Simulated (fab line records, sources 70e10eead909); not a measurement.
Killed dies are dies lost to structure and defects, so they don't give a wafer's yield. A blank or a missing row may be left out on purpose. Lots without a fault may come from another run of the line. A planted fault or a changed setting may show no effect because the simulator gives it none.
Chamber matching | flow nand_harc | NHARC_A_STAIRCASE_DESCUM_186 on rie_diel-04: 4 sister chambers
The step chemistry O2, time 3 s. 4 wafers are shown with their chamber, then 8 later ones without.

WAFERS WITH THEIR CHAMBER
wafer  | chamber | drypump_motor_current_A (A)
L078.1 | 0       | 5.6
L087.2 | 2       | 5.1
L087.5 | 3       | 6.2
L087.3 | 1       | 5.8

WAFERS WITHOUT THEIR CHAMBER
wafer  | drypump_motor_current_A (A)
L087.4 | 5.6
L087.6 | 5.6
L088.3 | 5.6
L088.4 | 5.8
L088.6 | 5.8
L090.3 | 6.2
L090.4 | 5.9
L090.5 | 6.2

WHICH CHAMBER EACH WENT THROUGH
wafer  | from the rows above | in truth
L087.4 | 0                   | 0
L087.6 | 0                   | 0
L088.3 | 0                   | 0
L088.4 | 1                   | 1
L088.6 | 1                   | 1
L090.3 | 3                   | 3
L090.4 | 1                   | 1
L090.5 | 3                   | 3
Placed correctly: 8 of 8. Can't be placed from these rows: 0. Placed wrongly: 0.
How it was worked out, from the rows above alone: a wafer's distance from a chamber is the root of the sum, over the readings, of the square of ((its reading less the chamber's mean) divided by the reading's scatter). The wafer belongs to the nearest chamber; if the next one is less than 2 further off, it can't be placed. A chamber's mean is the mean of its shown wafers. The scatter: with one shown wafer a chamber, the root of the mean of the squares of how far each hidden wafer lies from its nearest shown one.
